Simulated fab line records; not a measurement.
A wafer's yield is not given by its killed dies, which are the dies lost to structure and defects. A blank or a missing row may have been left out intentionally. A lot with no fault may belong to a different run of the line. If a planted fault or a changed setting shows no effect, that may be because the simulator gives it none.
fab line records + flow nand-harc
record
- lots=5
- wafers=15
- last-day=31
route steps=1302 shown P_ZERO_WELL@23 P_STI@69 END@1302
lots with no fault: from the same line, run without faults
start-h: the number of hours between the record's first day and the start of the first shown wafer of the lot + wait-h: hours elapsed since this lot's preceding step + " unchanged from the row above + L1.1+2: one row covering several wafers at once + - no value, or no start was given + * or withheld: withheld + < > ~ a bound
route shown NAME@n: names a module that has steps shown in the file, with the first one's number in the route + usual: mean/standard deviation of fault-free wafers + same: alike in all rows + chamber/n: place in a boat + sites: the reading at each site + _std_site: their standard deviation + _edge_site: mean of outer sites minus mean of inner sites + radius-mm: how far each site lies from the wafer's centre + mask NAME#n: copy n + behind: the last tool/chamber to shape the wafer + hold: reason for holding the lot/hours on hold/outcome of the hold + device: the n, p or np transistor that did not switch + end of line: the same wafers' tests at the end of the route + where a step has no rows: the recipe by itself + killed: count of dies lost to structure and defects at first sort (not the wafer's yield) + map: a wafer's dies, marking killed ones x, the rest . and places with no die _
set.NAME: the run value of the setting; set.NAME@STEP: its run value at that earlier step + model.NAME: the simulator's own value behind a step, which no gauge read
certain route steps with their lots: each step a table, each wafer a row
services: a tool's chamber out of use, with start hour (start-h, from the record's first day; less than 0 if before it), hours out, and reason
## steps
# step NHARC_P_ZERO_WELL_COAT_18
# recipe
- spin-rpm=withheld
# step NHARC_P_ZERO_WELL_SOFTBAKE_19
# recipe
- temp-c=122
- time-s=95
# step NHARC_P_ZERO_WELL_EBR_20
# step NHARC_P_ZERO_WELL_EXPOSE_21
# recipe
- na=0.6
- target-cd-nm=720
- dose-mj=22.31
- mask-id=P_NWELL
# step NHARC_P_ZERO_WELL_PEB_22
# recipe
- peb-temp-c=118
- peb-time-s=85
# step NHARC_P_ZERO_WELL_DEVELOP_23
# recipe
- time-s=70
# step NHARC_P_ZERO_WELL_CD_MEAS_24
# recipe
- target-cd-nm=720
- landing-energy-ev=500
# usual
- cd-nm=719.2/2.2
| lot.wafer | tool      | chamber | start-h | wait-h | cd-nm |
|-----------|-----------|---------|---------|--------|-------|
| L349.2    | cd-sem-01 | 0       | 22.83   | -      | 723.2 |
| L349.4    | "         | 0       | "       | "      | 716.8 |
| L349.5    | "         | 0       | "       | "      | 720.3 |
| L354.1    | cd-sem-02 | 0       | 72.46   | -      | 718.3 |
| L354.2    | "         | 0       | "       | "      | 720.8 |
| L354.4    | "         | 0       | "       | "      | 721.8 |
| L362.2    | cd-sem-03 | 0       | 152.46  | -      | 718.6 |
| L362.4    | "         | 0       | "       | "      | 716.6 |
| L362.5    | "         | 0       | "       | "      | 714.7 |
| L364.1    | cd-sem-03 | 0       | 173.65  | -      | 718.6 |
| L364.2    | "         | 0       | "       | "      | 722.3 |
| L364.4    | "         | 0       | "       | "      | 717.6 |
| L367.1    | cd-sem-03 | 0       | 202.49  | -      | 717.0 |
| L367.2    | "         | 0       | "       | "      | 717.7 |
| L367.4    | "         | 0       | "       | "      | 721.3 |
# step NHARC_P_ZERO_WELL_HARDBAKE_25
# recipe
- temp-c=125
- time-s=80
# step NHARC_P_ZERO_WELL_DESCUM_26
# recipe
- time-s=3
- o2-flow-sccm=200
- ar-flow-sccm=0
- bias-power-w=0
- chemistry=O2
# usual
- drypump-motor-current-A=5.7/0.34
- oes-product-au=1.003/0.013
- rf-vpp-V=57.7/0.91
- showerhead-plenum-p-Torr=1.92/0.099
- throttle-valve-pct=11.312/0.0089
| lot.wafer | tool        | chamber | start-h | wait-h | drypump-motor-current-A | oes-product-au | rf-hours-counter-h | rf-vpp-V | showerhead-plenum-p-Torr | throttle-valve-pct |
|-----------|-------------|---------|---------|--------|-------------------------|----------------|--------------------|----------|--------------------------|--------------------|
| L349.2    | rie-diel-13 | 2       | 23.00   | -      | 5.2                     | 0.998          | 9                  | 58.1     | 2.02                     | 11.309             |
| L349.4    | "           | 3       | "       | "      | 5.2                     | 1.001          | 10                 | 58.3     | 2.07                     | 11.301             |
| L349.5    | "           | 2       | "       | "      | 5.2                     | 0.999          | -                  | 58.2     | 2.02                     | 11.291             |
| L354.4    | rie-diel-09 | 1       | 72.64   | -      | 5.9                     | 0.996          | 35                 | 57.7     | 1.87                     | 11.313             |
| L354.2    | "           | 2       | "       | "      | 6.2                     | 0.986          | 22                 | 58.7     | 2.02                     | 11.304             |
| L354.1    | "           | 3       | "       | "      | 5.3                     | 1.011          | 29                 | 56.8     | 1.90                     | 11.299             |
| L362.4    | rie-diel-04 | 0       | 152.62  | -      | 5.7                     | 1.013          | 48                 | 56.9     | 2.06                     | 11.309             |
| L362.2    | "           | 1       | "       | "      | 5.4                     | 0.996          | 48                 | 58.4     | 1.91                     | 11.328             |
| L362.5    | "           | 0       | "       | "      | 5.7                     | 1.011          | -                  | 58.2     | 2.06                     | 11.314             |
| L364.4    | rie-diel-04 | 0       | 173.83  | -      | 5.7                     | 1.026          | 55                 | 58.7     | 2.06                     | 11.320             |
| L364.2    | "           | 1       | "       | "      | 5.5                     | 0.995          | 56                 | 58.8     | 1.91                     | 11.312             |
| L364.1    | "           | 3       | "       | "      | 6.1                     | 1.027          | 49                 | 56.5     | 1.84                     | 11.311             |
| L367.2    | rie-diel-04 | 1       | 202.65  | -      | 5.4                     | 0.997          | 2                  | 56.7     | 1.91                     | 11.298             |
| L367.1    | "           | 3       | "       | "      | 6.2                     | 0.997          | 3                  | 58.0     | 1.84                     | 11.293             |
| L367.4    | "           | 0       | "       | "      | 5.7                     | 1.031          | 3                  | 58.2     | 2.05                     | 11.315             |
# step NHARC_P_ZERO_WELL_IMPLANT_27
# recipe
- energy-kev=600
- dose-cm2=1e+13
- tilt-deg=7
# step NHARC_P_ZERO_WELL_IMPLANT_57
# recipe
- energy-kev=250
- dose-cm2=4e+12
- tilt-deg=7
# step NHARC_P_ZERO_WELL_IMPLANT_58
# recipe
- energy-kev=100
- dose-cm2=2e+12
- tilt-deg=7
# step NHARC_P_ZERO_WELL_STRIP_28
# recipe
- time-s=840
- temp-c=130
- chemistry=SPM
# usual
- bath-heat-duty-pct=15.0/1.6
| lot.wafer | tool         | chamber | start-h | wait-h | bath-heat-duty-pct |
|-----------|--------------|---------|---------|--------|--------------------|
| L349.2    | wet-bench-03 | 4       | 23.70   | 0.2    | 15.4               |
| L349.5    | "            | 7       | "       | "      | 13.9               |
| L349.4    | "            | 1       | "       | "      | 14.9               |
| L354.4    | wet-bench-05 | 7       | 73.34   | 0.1    | 13.6               |
| L354.1    | "            | 0       | "       | "      | 13.7               |
| L354.2    | "            | 2       | "       | "      | 13.8               |
| L362.2    | wet-bench-03 | 1       | 153.35  | 0.2    | 16.0               |
| L362.5    | "            | 2       | "       | "      | 14.7               |
| L362.4    | "            | 5       | "       | "      | 15.7               |
| L364.2    | wet-bench-03 | 3       | 174.55  | 0.2    | 14.6               |
| L364.1    | "            | 5       | "       | "      | 16.8               |
| L364.4    | "            | 7       | "       | "      | 13.9               |
| L367.1    | wet-bench-05 | 0       | 203.37  | 0.2    | 14.0               |
| L367.4    | "            | 4       | "       | "      | 14.3               |
| L367.2    | "            | 5       | "       | "      | 20.2               |
# step NHARC_P_ZERO_WELL_DEHYDRATE_29
# recipe
- temp-c=150
- time-s=120
# step NHARC_P_ZERO_WELL_HMDS_30
# recipe
- time-s=30
# step NHARC_P_ZERO_WELL_COAT_31
# recipe
- spin-rpm=withheld
# step NHARC_P_ZERO_WELL_SOFTBAKE_32
# recipe
- temp-c=122
- time-s=95
# step NHARC_P_ZERO_WELL_EBR_33
# step NHARC_P_ZERO_WELL_EXPOSE_34
# recipe
- na=0.6
- target-cd-nm=720
- dose-mj=22.31
- mask-id=P_PWELL
# step NHARC_P_ZERO_WELL_PEB_35
# recipe
- peb-temp-c=118
- peb-time-s=85
# step NHARC_P_ZERO_WELL_DEVELOP_36
# recipe
- time-s=70
# step NHARC_P_ZERO_WELL_CD_MEAS_37
# recipe
- target-cd-nm=720
- landing-energy-ev=500
# usual
- cd-nm=718.8/2.2
| lot.wafer | tool      | chamber | start-h | wait-h | cd-nm |
|-----------|-----------|---------|---------|--------|-------|
| L349.2    | cd-sem-02 | 0       | 24.46   | -      | 717.3 |
| L349.4    | "         | 0       | "       | "      | 715.3 |
| L349.5    | "         | 0       | "       | "      | 717.2 |
| L354.1    | cd-sem-03 | 0       | 73.97   | -      | 716.6 |
| L354.2    | "         | 0       | "       | "      | 717.4 |
| L354.4    | "         | 0       | "       | "      | 717.1 |
| L362.2    | cd-sem-01 | 0       | 154.10  | -      | 721.6 |
| L362.4    | "         | 0       | "       | "      | 719.5 |
| L362.5    | "         | 0       | "       | "      | 721.5 |
| L364.1    | cd-sem-02 | 0       | 175.30  | -      | 719.7 |
| L364.2    | "         | 0       | "       | "      | 719.6 |
| L364.4    | "         | 0       | "       | "      | 719.9 |
| L367.1    | cd-sem-01 | 0       | 204.13  | -      | 719.4 |
| L367.2    | "         | 0       | "       | "      | 719.4 |
| L367.4    | "         | 0       | "       | "      | 720.6 |
# step NHARC_P_ZERO_WELL_HARDBAKE_38
# recipe
- temp-c=125
- time-s=80
# step NHARC_P_ZERO_WELL_DESCUM_39
# recipe
- time-s=3
- o2-flow-sccm=200
- ar-flow-sccm=0
- bias-power-w=0
- chemistry=O2
# usual
- drypump-motor-current-A=5.7/0.35
- oes-product-au=1.006/0.012
- rf-vpp-V=57.8/0.91
- showerhead-plenum-p-Torr=1.93/0.094
- throttle-valve-pct=11.311/0.008
| lot.wafer | tool        | chamber | start-h | wait-h | drypump-motor-current-A | oes-product-au | rf-hours-counter-h | rf-vpp-V | showerhead-plenum-p-Torr | throttle-valve-pct |
|-----------|-------------|---------|---------|--------|-------------------------|----------------|--------------------|----------|--------------------------|--------------------|
| L349.4    | rie-diel-09 | 3       | 24.63   | -      | 5.4                     | 1.004          | 17                 | 59.0     | 1.90                     | 11.313             |
| L349.2    | "           | 1       | "       | "      | 5.9                     | 0.991          | 17                 | 56.7     | 1.88                     | 11.295             |
| L349.5    | "           | 2       | "       | "      | 6.2                     | 0.993          | -                  | 59.3     | 2.02                     | 11.302             |
| L354.4    | rie-diel-04 | 1       | 74.13   | -      | 5.5                     | 0.971          | 20                 | 57.4     | 1.92                     | 11.323             |
| L354.1    | "           | 2       | "       | "      | 5.6                     | 1.004          | 18                 | 56.8     | 1.81                     | 11.315             |
| L354.2    | "           | 3       | "       | "      | 6.2                     | 1.001          | 22                 | 58.3     | 1.85                     | 11.311             |
| L362.2    | rie-diel-09 | 0       | 154.30  | -      | 6.0                     | 1.005          | 0                  | 58.9     | 2.08                     | 11.294             |
| L362.4    | "           | 1       | "       | "      | 6.0                     | 1.000          | 1                  | 56.5     | 1.87                     | 11.308             |
| L362.5    | "           | 3       | "       | "      | 5.3                     | 1.029          | -                  | 58.4     | 1.89                     | 11.310             |
| L364.4    | rie-diel-13 | 2       | 175.46  | -      | 5.2                     | 1.005          | 0                  | 58.6     | 2.01                     | 11.319             |
| L364.1    | "           | 3       | "       | "      | 5.2                     | 1.000          | 0                  | 58.2     | 2.06                     | 11.307             |
| L364.2    | "           | 0       | "       | "      | 5.6                     | 1.006          | 0                  | 58.2     | 1.93                     | 11.303             |
| L367.4    | rie-diel-09 | 3       | 204.29  | -      | 5.3                     | 1.023          | 17                 | 58.8     | 1.88                     | 11.298             |
| L367.2    | "           | 0       | "       | "      | 6.1                     | 0.997          | 14                 | 58.0     | 2.07                     | 11.321             |
| L367.1    | "           | 1       | "       | "      | 5.9                     | 1.011          | 18                 | 58.5     | 1.86                     | 11.318             |
# step NHARC_P_ZERO_WELL_IMPLANT_40
# recipe
- energy-kev=300
- dose-cm2=1e+13
- tilt-deg=7
# step NHARC_P_ZERO_WELL_IMPLANT_59
# recipe
- energy-kev=120
- dose-cm2=5e+12
- tilt-deg=7
# step NHARC_P_ZERO_WELL_IMPLANT_60
# recipe
- energy-kev=30
- dose-cm2=2e+12
- tilt-deg=7
# step NHARC_P_ZERO_WELL_STRIP_41
# recipe
- time-s=840
- temp-c=130
- chemistry=SPM
# step NHARC_P_ZERO_WELL_DEHYDRATE_44
# recipe
- temp-c=150
- time-s=120
# step NHARC_P_ZERO_WELL_HMDS_45
# recipe
- time-s=30
# step NHARC_P_ZERO_WELL_COAT_46
# recipe
- spin-rpm=withheld
# step NHARC_P_ZERO_WELL_SOFTBAKE_47
# recipe
- temp-c=122
- time-s=95
# step NHARC_P_ZERO_WELL_EBR_48
# step NHARC_P_ZERO_WELL_EXPOSE_49
# recipe
- na=0.6
- target-cd-nm=2000
- dose-mj=22.64
- mask-id=P_HVPW
# step NHARC_P_ZERO_WELL_PEB_50
# recipe
- peb-temp-c=118
- peb-time-s=85
# step NHARC_P_ZERO_WELL_DEVELOP_51
# recipe
- time-s=70
# step NHARC_P_ZERO_WELL_CD_MEAS_52
# recipe
- target-cd-nm=2000
- landing-energy-ev=500
# usual
- cd-nm=1999.4/2.2
| lot.wafer | tool      | chamber | start-h | wait-h | cd-nm  |
|-----------|-----------|---------|---------|--------|--------|
| L349.2    | cd-sem-01 | 0       | 26.10   | -      | 1996.5 |
| L349.4    | "         | 0       | "       | "      | 1998.9 |
| L349.5    | "         | 0       | "       | "      | 1999.6 |
| L354.1    | cd-sem-03 | 0       | 75.48   | -      | 1999.5 |
| L354.2    | "         | 0       | "       | "      | 2001.4 |
| L354.4    | "         | 0       | "       | "      | 2001.2 |
| L362.2    | cd-sem-01 | 0       | 157.42  | -      | 1997.9 |
| L362.4    | "         | 0       | "       | "      | 1999.7 |
| L362.5    | "         | 0       | "       | "      | 1998.4 |
| L364.1    | cd-sem-02 | 0       | 176.82  | -      | 1996.6 |
| L364.2    | "         | 0       | "       | "      | 2001.4 |
| L364.4    | "         | 0       | "       | "      | 2003.0 |
| L367.1    | cd-sem-03 | 0       | 205.77  | -      | 1998.5 |
| L367.2    | "         | 0       | "       | "      | 1996.0 |
| L367.4    | "         | 0       | "       | "      | 1995.8 |
# step NHARC_P_ZERO_WELL_HARDBAKE_53
# recipe
- temp-c=125
- time-s=80
# step NHARC_P_ZERO_WELL_DESCUM_54
# recipe
- time-s=3
- o2-flow-sccm=200
- ar-flow-sccm=0
- bias-power-w=0
- chemistry=O2
# usual
- drypump-motor-current-A=5.6/0.34
- oes-product-au=1.004/0.013
- rf-vpp-V=57.8/0.96
- showerhead-plenum-p-Torr=1.94/0.093
- throttle-valve-pct=11.313/0.0089
| lot.wafer | tool        | chamber | start-h | wait-h | drypump-motor-current-A | oes-product-au | rf-hours-counter-h | rf-vpp-V | showerhead-plenum-p-Torr | throttle-valve-pct |
|-----------|-------------|---------|---------|--------|-------------------------|----------------|--------------------|----------|--------------------------|--------------------|
| L349.4    | rie-diel-13 | 0       | 26.28   | -      | 5.6                     | 1.031          | 11                 | 57.1     | 1.95                     | 11.309             |
| L349.2    | "           | 1       | "       | "      | 5.8                     | 1.006          | 9                  | 57.7     | 1.84                     | 11.317             |
| L349.5    | "           | 2       | "       | "      | 5.2                     | 0.992          | -                  | 58.8     | 2.02                     | 11.300             |
| L354.1    | rie-diel-13 | 1       | 75.64   | -      | 5.9                     | 1.018          | 28                 | 56.1     | 1.83                     | 11.303             |
| L354.4    | "           | 3       | "       | "      | 5.2                     | 0.991          | 28                 | 58.8     | 2.07                     | 11.312             |
| L354.2    | "           | 0       | "       | "      | 5.6                     | 1.004          | 30                 | 56.7     | 1.94                     | 11.310             |
| L362.4    | rie-diel-13 | 3       | 157.59  | -      | 5.2                     | 1.002          | 56                 | 59.4     | 2.06                     | 11.306             |
| L362.2    | "           | 0       | "       | "      | 5.6                     | 1.018          | 57                 | 55.5     | 1.93                     | 11.337             |
| L362.5    | "           | 3       | "       | "      | 5.2                     | 0.996          | -                  | 58.3     | 2.06                     | 11.327             |
| L364.1    | rie-diel-13 | 2       | 176.98  | -      | 5.2                     | 1.002          | 1                  | 58.1     | 2.01                     | 11.318             |
| L364.2    | "           | 3       | "       | "      | 5.2                     | 1.010          | 1                  | 57.5     | 2.06                     | 11.311             |
| L364.4    | "           | 0       | "       | "      | 5.6                     | 1.020          | 0                  | 56.7     | 1.93                     | 11.306             |
| L367.1    | rie-diel-13 | 3       | 206.06  | -      | 5.2                     | 1.003          | 10                 | 57.2     | 2.05                     | 11.312             |
| L367.2    | "           | 0       | "       | "      | 5.6                     | 1.005          | 9                  | 57.8     | 1.93                     | 11.310             |
| L367.4    | "           | 2       | "       | "      | 5.2                     | 1.002          | 11                 | 58.3     | 2.00                     | 11.310             |
# step NHARC_P_ZERO_WELL_IMPLANT_55
# recipe
- energy-kev=180
- dose-cm2=8e+11
- tilt-deg=7
# step NHARC_P_ZERO_WELL_IMPLANT_61
# recipe
- energy-kev=30
- dose-cm2=5e+11
- tilt-deg=7
# step NHARC_P_ZERO_WELL_STRIP_56
# recipe
- time-s=840
- temp-c=130
- chemistry=SPM
# step NHARC_P_ZERO_WELL_INSPECT_43
# usual
- raw-defect-count=12/5
| lot.wafer | tool              | chamber | start-h | wait-h | hold                     | raw-defect-count |
|-----------|-------------------|---------|---------|--------|--------------------------|------------------|
| L349.2    | defect-inspect-01 | -       | 27.92   | 0.5    | -                        | 12               |
| L349.4    | "                 | -       | "       | "      | -                        | 15               |
| L349.5    | "                 | -       | "       | "      | -                        | 10               |
| L354.1    | defect-inspect-02 | -       | 77.37   | 0.6    | -                        | 9                |
| L354.2    | "                 | -       | "       | "      | -                        | 4                |
| L354.4    | "                 | -       | "       | "      | -                        | 11               |
| L362.2    | defect-inspect-01 | -       | 159.24  | 0.5    | -                        | 8                |
| L362.4    | "                 | -       | "       | "      | -                        | 7                |
| L362.5    | "                 | -       | "       | "      | -                        | 7                |
| L364.1    | defect-inspect-02 | -       | 178.63  | 0.6    | await-dispo/0.2h/release | 9                |
| L364.2    | "                 | -       | "       | "      | await-dispo/0.2h/release | 12               |
| L364.4    | "                 | -       | "       | "      | await-dispo/0.2h/release | 1209             |
| L364.1    | defect-inspect-02 | -       | 178.81  | 0.2    | -                        | 6                |
| L364.2    | "                 | -       | "       | "      | -                        | 15               |
| L364.4    | "                 | -       | "       | "      | -                        | 1204             |
| L367.1    | defect-inspect-02 | -       | 207.72  | 0.6    | -                        | 9                |
| L367.2    | "                 | -       | "       | "      | -                        | 15               |
| L367.4    | "                 | -       | "       | "      | -                        | 11               |
# step NHARC_P_STI_ETCH_26
# recipe
- target-depth-a=110
- chemistry=dHF
- material=SiO2
| lot.wafer  | tool         | chamber | start-h | wait-h | hold                     |
|------------|--------------|---------|---------|--------|--------------------------|
| L349.4+5+2 | wet-bench-09 | 2,4,7   | 27.97   | 0.0    | -                        |
| L354.4+2+1 | wet-bench-01 | 6,0,1   | 77.42   | 0.0    | -                        |
| L362.4+5+2 | wet-bench-02 | 5,6,1   | 159.29  | 0.0    | -                        |
| L364.2+4+1 | wet-bench-01 | 1,5,6   | 180.89  | 2.1    | await-dispo/2.0h/release |
| L367.1+4+2 | wet-bench-01 | 0,2,4   | 207.79  | 0.1    | -                        |
# step NHARC_END_SORT_01
# recipe
- temp-c=25
# usual
- killed-at-array=54/17
- killed-at-other=0.7/1
- killed-at-periphery=3.7/2.9
- killed-dies=58/16
- killed-open=3.2/1.9
- killed-short=2.2/1.5
# same
- gross-dies=677
| lot.wafer | tool      | chamber | start-h | wait-h | killed-at-array | killed-at-other | killed-at-periphery | killed-dies | killed-open | killed-short |
|-----------|-----------|---------|---------|--------|-----------------|-----------------|---------------------|-------------|-------------|--------------|
| L364.2    | prober-02 | 0       | 699.38  | 2.8    | 53              | 2               | 2                   | 57          | 0           | 3            |
| L364.4    | prober-02 | 0       | 700.98  | 3.4    | 60              | 1               | 97                  | 158         | 1           | 0            |
# killed by level:class
L364.2 A_CHANNEL_HOLE_D1:chamber-film-flake=33 A_SLIT:chamber-film-flake=13 A_CONTACT:chamber-film-flake=2 THIN_TSV:chamber-film-flake=2 A_CHANNEL_FILL_D2:geometric-particle:short=1 A_STAIRCASE:geometric-particle:short=1 A_SGD_CUT:geometric-particle:short=1 P_ZERO_WELL:chamber-film-flake=1
L364.4 P_ZERO_WELL:unspecified=96 A_CHANNEL_HOLE_D1:chamber-film-flake=31 A_SLIT:chamber-film-flake=19 A_STAIRCASE:chamber-film-flake=4 A_CONTACT:chamber-film-flake=2 A_CHANNEL_HOLE_D1:geometric-particle:open=1 P_ZERO_WELL:chamber-film-flake=1 A_CHANNEL_FILL_D2:chamber-film-flake=1
# map L364.4 (x killed, . not)
____________.____________
_________......._________
_______..........._______
______.x...........______
_____..............._____
____..x..............____
____...............xx____
___.x...............xx___
___x.xx.........x...xx___
__xxxxxx............xxx__
__xxxxxxx...........xxx__
_.xxxxxx............xxxx_
_.xxxxxxxx........x..xxx_
_xxxxxxxxx...........xx._
_xxxxxxxxx..x.........x._
_xxxxxxxxx.............._
xxxxxxxxxx...............
.xxxxxxxx................
.xxxxxxxxx...............
.xxxxxxx.......xx........
....xxx.....xxx..........
_....x.......xx........._
_x...........xxx.x......_
_..........x.xxx........_
_...........xx.xxxx....._
_...........xxx.x......._
__....x......xx.x......__
__............x.x......__
___..........x........___
___.............x.....___
____.................____
____.................____
_____..............._____
______....x........______
_______..........._______
_________......._________
____________.____________
# map L349.5 (x killed, . not)
____________.____________
_________......._________
_______........x.._______
______.............______
_____...........x..._____
____.................____
____..............x..____
___..................x___
___...................___
__.....x............xxx__
__..................xxx__
_....................x.x_
_....................xx._
_........x.xx.........xx_
_.......x....x........x._
_.........x.xxx........._
..........x.xxx........x.
...........xxx.x.........
...x......x.x...x........
.........x...xxx.........
.......x...xxxx...x......
_.........x.xx.........x_
_.........xxxxxxxx......_
_..........xxxxx........_
_...........x.xxxx......_
_.........x.xx.xx.xx...._
__.........x....xx.x...__
__...........xx........__
___............x..x...___
___...................___
____.................____
____.........x..x....____
_____.............x._____
______.............______
_______........x.._______
_________......._________
____________.____________
## services
| tool         | chamber | start-h | hours | kind   |
|--------------|---------|---------|-------|--------|
| wet-bench-09 | -       | 0.80    | 8.0   | pm     |
| rie-diel-04  | -       | 1.19    | 9.0   | pm     |
| rie-diel-13  | 3       | 16.38   | 2.6   | repair |
| rie-diel-13  | 0       | 21.66   | -     | clean  |
| rie-diel-13  | 1       | 21.66   | -     | clean  |
| rie-diel-13  | 2       | 21.66   | -     | clean  |
| rie-diel-13  | 3       | 21.66   | -     | clean  |
| wet-bench-03 | -       | 34.40   | 8.0   | pm     |
| rie-diel-09  | 3       | 44.12   | 10.3  | repair |
| rie-diel-13  | 0       | 46.16   | -     | clean  |
| rie-diel-13  | 1       | 46.16   | -     | clean  |
| rie-diel-13  | 2       | 46.16   | -     | clean  |
| rie-diel-13  | 3       | 46.16   | -     | clean  |
| wet-bench-02 | -       | 68.00   | 8.0   | pm     |
| wet-bench-05 | -       | 84.81   | 8.0   | pm     |
| rie-diel-09  | 1       | 99.79   | 8.2   | repair |
| wet-bench-01 | -       | 101.60  | 8.0   | pm     |
| rie-diel-09  | -       | 143.10  | 9.0   | pm     |
| rie-diel-13  | -       | 165.16  | 9.0   | pm     |
| rie-diel-09  | 0       | 171.32  | 3.0   | repair |
| wet-bench-03 | -       | 175.47  | 5.3   | repair |
| wet-bench-09 | -       | 176.80  | 8.0   | pm     |
| rie-diel-04  | 1       | 178.82  | 8.6   | repair |
| rie-diel-04  | -       | 180.14  | 9.0   | pm     |
## key
first-sign
- step=NHARC_P_ZERO_WELL_INSPECT_43
- reading=raw-defect-count
- direction=up
- sigmas=99+
- usual=12
- struck=1209
effect
- step=NHARC_P_ZERO_WELL_INSPECT_43
- reading=hold
- direction=added
effect
- step=NHARC_END_SORT_01
- reading=killed-at-periphery
- direction=up
- sigmas=33
- usual=3.7
- struck=97
more-kills-born-at
- NHARC_P_ZERO_WELL_STRIP_28@wet-bench-03=96
met-at NHARC_P_ZERO_WELL_STRIP_28
struck-wafers L364.4
tester-left-out L364
onset-between 23.70 174.55
fault
- kind=chamber-particle-source
- tool=wet-bench-03
- chamber=7
- onset-h=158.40
- steps=NHARC_P_ZERO_WELL_STRIP_28
- rate-per-visit-cm2=1.8008
- end-h=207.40
# tester-left-out: of these lots the tester's yield and bins aren't shown, on N5 and GAA mostly nor the transistor test; their killed dies are dies lost to structure and defects alone, not to doping, threshold or leakage, so they don't give the yield
